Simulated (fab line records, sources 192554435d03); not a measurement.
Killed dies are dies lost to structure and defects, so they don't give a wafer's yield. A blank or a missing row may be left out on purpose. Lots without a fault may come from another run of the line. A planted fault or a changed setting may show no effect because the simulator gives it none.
Which tool did it? | flow n5_finfet | 7 lots, 21 wafers sampled, at 8 steps of a route of 1938

WHAT THE GAUGES READ, wafer by wafer
N5_BEOL_M4_OCD_MEAS_38.
lot  | measured     | on     | trench_depth_nm (nm)
L497 | day 8 03:20  | ocd-01 | 55.3 57.7 55.6
L499 | day 8 05:32  | ocd-02 | 54.7 56.7 54.8
L503 | day 9 12:45  | ocd-02 | 55.8 55.1 57.5
L507 | day 10 23:26 | ocd-01 | 62.7 56.9 55.7
L509 | day 11 10:49 | ocd-01 | 55.0 56.6 55.2
L512 | day 11 21:01 | ocd-02 | 56.3 56.0 56.3
L519 | day 13 23:01 | ocd-01 | 57.4 55.9 55.5

N5_BEOL_M4_THK_MEAS_53: measures by xrf.
lot  | measured     | on            | M4_THK (nm)
L497 | day 8 07:10  | film_metro-01 | 38.6 40.5 39.8
L499 | day 8 09:07  | film_metro-02 | 39.1 42.1 39.2
L503 | day 9 16:39  | film_metro-01 | 40.6 40.6 43.0
L507 | day 11 03:18 | film_metro-02 | 47.8 42.1 39.4
L509 | day 11 14:42 | film_metro-02 | 38.1 39.6 38.2
L512 | day 12 01:36 | film_metro-01 | 39.7 41.3 42.0
L519 | day 14 04:43 | film_metro-01 | 41.2 39.3 38.6

N5_BEOL_M4_RS_MEAS_58: measures by four-point-probe.
lot  | measured     | on            | M4_RS (ohm/sq)
L497 | day 8 07:25  | film_metro-02 | 0.676 0.633 0.650
L499 | day 8 09:22  | film_metro-02 | 0.683 0.623 0.683
L503 | day 9 16:55  | film_metro-02 | 0.645 0.648 0.599
L507 | day 11 03:34 | film_metro-02 | 0.535 0.624 0.681
L509 | day 11 14:58 | film_metro-01 | 0.709 0.677 0.704
L512 | day 12 01:52 | film_metro-01 | 0.666 0.636 0.622
L519 | day 14 05:04 | film_metro-01 | 0.636 0.678 0.693

N5_BEOL_M4_RC_MEAS_101.
lot  | measured     | on        | DIBL_N (mV/V)  | DIBL_P (mV/V)  | IOFF_N (nA/um) | IOFF_P (nA/um) | ION_N (uA/um) | ION_P (uA/um) | SS_N (mV/dec)  | SS_P (mV/dec)  | VT_N (mV)   | VT_P (mV)
L497 | day 8 07:37  | prober-01 | 36.4 34.2 34.7 | 35.4 31.6 32.5 | 0.16 0.11 0.13 | 0.20 0.16 0.16 | 664 655 662   | 456 455 454   | 71.6 70.5 71.2 | 73.0 72.0 72.5 | 250 256 253 | -251 -256 -257
L499 | day 8 09:44  | prober-02 | 38.8 37.2 36.9 | 39.1 37.0 35.8 | 0.20 0.16 0.14 | 0.28 0.22 0.21 | 671 664 667   | 463 459 460   | 72.0 71.6 72.1 | 74.1 72.7 73.2 | 246 249 250 | -244 -247 -250
L503 | day 9 17:07  | prober-01 | 35.7 35.9 37.4 | 36.3 36.5 38.2 | 0.16 0.15 0.19 | 0.19 0.20 0.23 | 681 674 689   | 459 467 471   | 71.7 72.2 73.0 | 72.8 74.3 73.7 | 247 252 248 | -252 -252 -251
L507 | day 11 03:55 | prober-01 | 36.8 37.1 38.4 | 34.2 35.8 37.2 | 0.14 0.15 0.17 | 0.19 0.21 0.24 | 658 674 674   | 453 468 468   | 71.7 72.0 71.9 | 73.1 72.4 74.4 | 256 251 250 | -252 -251 -248
L509 | day 11 15:01 | prober-01 | 36.2 35.2 35.0 | 35.7 35.6 34.7 | 0.14 0.14 0.12 | 0.19 0.20 0.18 | 658 684 655   | 453 470 460   | 71.2 71.1 70.1 | 72.7 73.4 72.7 | 252 250 254 | -252 -250 -251
L512 | day 12 02:13 | prober-01 | 36.8 33.2 35.1 | 35.9 33.4 33.8 | 0.17 0.12 0.14 | 0.19 0.16 0.16 | 682 677 665   | 462 466 451   | 71.5 70.2 71.2 | 73.5 72.4 73.3 | 247 252 254 | -251 -254 -257
L519 | day 14 05:07 | prober-02 | 36.1 32.9 36.1 | 37.4 33.9 37.3 | 0.16 0.12 0.16 | 0.21 0.17 0.20 | 685 672 681   | 467 457 460   | 71.8 70.4 71.1 | 73.0 72.3 73.9 | 251 252 249 | -252 -252 -253

WHICH TOOL RAN EACH LOT (tool, then ch and the chambers of the sampled wafers, then the start)
lot  | N5_BEOL_M4_ETCH_77               | N5_BEOL_M4_TRENCH_ETCH_37          | N5_BEOL_M4_STRIP_97                           | N5_BEOL_M4_ANNEAL_49
L497 | rie_diel-04 ch 2,3, day 8 02:19  | rie_diel-02 ch 0,1,2, day 8 03:11  | rie_diel-02 ch 0,1,2, day 8 03:20 or earlier  | pvd_sputter-02, day 8 04:41
L499 | rie_diel-03 ch 0,3, day 8 04:07  | rie_diel-03 ch 0,1, day 8 05:23    | rie_diel-03 ch 0,1, day 8 05:32 or earlier    | pvd_sputter-02, day 8 06:37
L503 | rie_diel-03 ch 0,1, day 9 10:13  | rie_diel-02 ch 0,2,3, day 9 12:35  | rie_diel-02 ch 0,2,3, day 9 12:45 or earlier  | pvd_sputter-01, day 9 14:07
L507 | rie_diel-04 ch 0,3, day 10 17:43 | rie_diel-02 ch 0,2,3, day 10 23:16 | rie_diel-02 ch 0,2,3, day 10 23:26 or earlier | pvd_sputter-01, day 11 00:50
L509 | rie_diel-02 ch 0,3, day 11 04:58 | rie_diel-03 ch 0,3, day 11 10:40   | rie_diel-03 ch 0,3, day 11 10:49 or earlier   | pvd_sputter-03, day 11 12:12
L512 | rie_diel-02 ch 0,1, day 11 17:31 | rie_diel-03 ch 0,2, day 11 20:52   | rie_diel-03 ch 0,2, day 11 21:01 or earlier   | pvd_sputter-02, day 11 23:08
L519 | rie_diel-02 ch 2,3, day 13 14:51 | rie_diel-03 ch 2,3, day 13 22:52   | rie_diel-03 ch 2,3, day 13 23:01 or earlier   | pvd_sputter-02, day 14 02:14
- N5_BEOL_M4_ETCH_77: etches underlayer in N2/H2, target depth 6.5 nm, time 5.2 s.
- N5_BEOL_M4_TRENCH_ETCH_37: etches SiOC in C4F6/O2, target depth 55.555 nm, time 29.2 s.
- N5_BEOL_M4_STRIP_97: strips in N2/H2, time 10 s.
- N5_BEOL_M4_ANNEAL_49: time 240 s.

WHAT THE TOOLS THEMSELVES READ (means of the sampled wafers that have a number; where no wafer has one, the mark that the record gives instead)
N5_BEOL_M4_ETCH_77.
lot  | tool        | bias_w (W) | chamber_pressure_mTorr (mTorr) | drypump_motor_current_A (A) | etch_rf_on_time_s (s) | n2_flow_sccm (sccm) | oes_product_au (a.u.) | rf_vpp_V (V) | showerhead_plenum_p_Torr (Torr) | throttle_valve_pct (%)
L497 | rie_diel-04 | 150.2      | 30.04                          | 6.0                         | 5.20                  | 200.5               | 0.64                  | 523.6        | 2.50                            | 17.90
L499 | rie_diel-03 | 150.2      | 30.05                          | 5.9                         | 5.12                  | 200.6               | 0.81                  | 523.2        | 2.52                            | 17.76
L503 | rie_diel-03 | 149.5      | 29.99                          | 5.9                         | 5.08                  | 200.1               | 0.78                  | 523.3        | 2.53                            | 17.80
L507 | rie_diel-04 | 149.8      | 30.01                          | 5.5                         | 5.14                  | 200.2               | 0.73                  | 526.3        | 2.61                            | 17.52
L509 | rie_diel-02 | 150.2      | 29.97                          | 6.0                         | 5.12                  | 200.2               | 0.69                  | 524.5        | 2.58                            | 17.73
L512 | rie_diel-02 | 150.1      | 29.98                          | 5.7                         | 5.02                  | 200.9               | 0.80                  | 526.8        | 2.66                            | 17.53
L519 | rie_diel-02 | 150.1      | 29.98                          | 6.0                         | 5.32                  | 200.6               | 0.59                  | 522.8        | 2.49                            | 17.98

N5_BEOL_M4_TRENCH_ETCH_37.
lot  | tool        | bias_w (W) | chamber_pressure_mTorr (mTorr) | drypump_motor_current_A (A) | oes_ar_750_au (a.u.) | oes_product_au (a.u.) | rf_vpp_V (V) | showerhead_plenum_p_Torr (Torr) | throttle_valve_pct (%)
L497 | rie_diel-02 | 185.4      | 29.984                         | 5.8                         | 0.78                 | 0.77                  | 658          | 2.77                            | 20.83
L499 | rie_diel-03 | 185.0      | 30.002                         | 6.1                         | 0.93                 | 0.93                  | 679          | 2.90                            | 20.86
L503 | rie_diel-02 | 185.5      | 30.007                         | 6.0                         | 0.76                 | 0.77                  | 670          | 2.85                            | 20.77
L507 | rie_diel-02 | 185.1      | 29.983                         | 6.0                         | 0.75                 | 0.78                  | 670          | 2.85                            | 20.79
L509 | rie_diel-03 | 185.0      | 30.029                         | 6.0                         | 0.84                 | 0.85                  | 684          | 2.85                            | 20.79
L512 | rie_diel-03 | 185.1      | 30.005                         | 5.4                         | 0.90                 | 0.90                  | 675          | 2.80                            | 20.77
L519 | rie_diel-03 | 185.1      | 29.985                         | 5.7                         | 0.82                 | 0.83                  | 682          | 2.84                            | 20.81

N5_BEOL_M4_STRIP_97.
lot  | tool        | chamber_pressure_mTorr (mTorr) | drypump_motor_current_A (A) | n2_flow_sccm (sccm) | oes_product_au (a.u.) | rf_vpp_V (V) | showerhead_plenum_p_Torr (Torr) | temp_c (C) | throttle_valve_pct (%)
L497 | rie_diel-02 | 20.000                         | 5.8                         | 199.8               | 0.77                  | 58.5         | 2.47                            | 40.06      | 23.60
L499 | rie_diel-03 | 20.001                         | 6.1                         | 200.1               | 0.92                  | 58.3         | 2.56                            | 39.93      | 23.77
L503 | rie_diel-02 | 20.005                         | 6.0                         | 200.0               | 0.77                  | 59.3         | 2.54                            | 40.03      | 23.61
L507 | rie_diel-02 | 19.999                         | 6.0                         | 200.2               | 0.76                  | 59.2         | 2.54                            | 39.91      | 23.62
L509 | rie_diel-03 | 19.996                         | 6.0                         | 200.2               | 0.85                  | 58.7         | 2.53                            | 40.01      | 23.63
L512 | rie_diel-03 | 20.014                         | 5.5                         | 199.9               | 0.89                  | 59.0         | 2.48                            | 39.95      | 23.64
L519 | rie_diel-03 | 20.004                         | 5.7                         | 200.0               | 0.83                  | 58.4         | 2.52                            | 39.92      | 23.47

N5_BEOL_M4_ANNEAL_49.
lot  | tool           | heater_power_w (W)
L497 | pvd_sputter-02 | 794
L499 | pvd_sputter-02 | 794
L503 | pvd_sputter-01 | 808
L507 | pvd_sputter-01 | 837
L509 | pvd_sputter-03 | 777
L512 | pvd_sputter-02 | 777
L519 | pvd_sputter-02 | 823

THE ANSWER, worked out from the rows above alone
Rule: what is usual is taken from the lots themselves. Put in order of their means at a reading, lots are off if they are a third of the lots or fewer, leave a main group of 4 or more, and stand apart from it by a gap of 3 or more times the standard deviation of the main group's means; of several such gaps the widest counts. A main group whose means are all the same, to the digits that the tables above print for the reading, isn't used. A lot without any number at a reading at which 4 lots or more have one is off too. The other lots that the step has rows for count as sound. The gauges are gone through in route order, then the tools' own readings, and for those a lot's mean is taken as printed above. The first step at which some lot is off is used, and at that step the reading that is off furthest; a lot without a number counts as furthest.
Off: L507, at N5_BEOL_M4_OCD_MEAS_38 (trench_depth_nm). The main group: mean 56.0 nm, standard deviation 0.34.
A tool fits if, at a process step before that reading, it ran every lot that is off, and no sound lot after the first of them. The gauges at N5_BEOL_M4_OCD_MEAS_38 aren't tried: what is off there is off at N5_BEOL_M4_ETCH_77 too, on other tools, and a gauge's error can't cause that. N5_BEOL_M4_STRIP_97 gives no start for some lots, so the hours and the order of its lots are those of N5_BEOL_M4_OCD_MEAS_38. Can't be told from this: 2 tools fit, rie_diel-04 at N5_BEOL_M4_ETCH_77, rie_diel-02 at N5_BEOL_M4_TRENCH_ETCH_37 and N5_BEOL_M4_STRIP_97.

WHAT THE SIMULATOR HAD PUT IN
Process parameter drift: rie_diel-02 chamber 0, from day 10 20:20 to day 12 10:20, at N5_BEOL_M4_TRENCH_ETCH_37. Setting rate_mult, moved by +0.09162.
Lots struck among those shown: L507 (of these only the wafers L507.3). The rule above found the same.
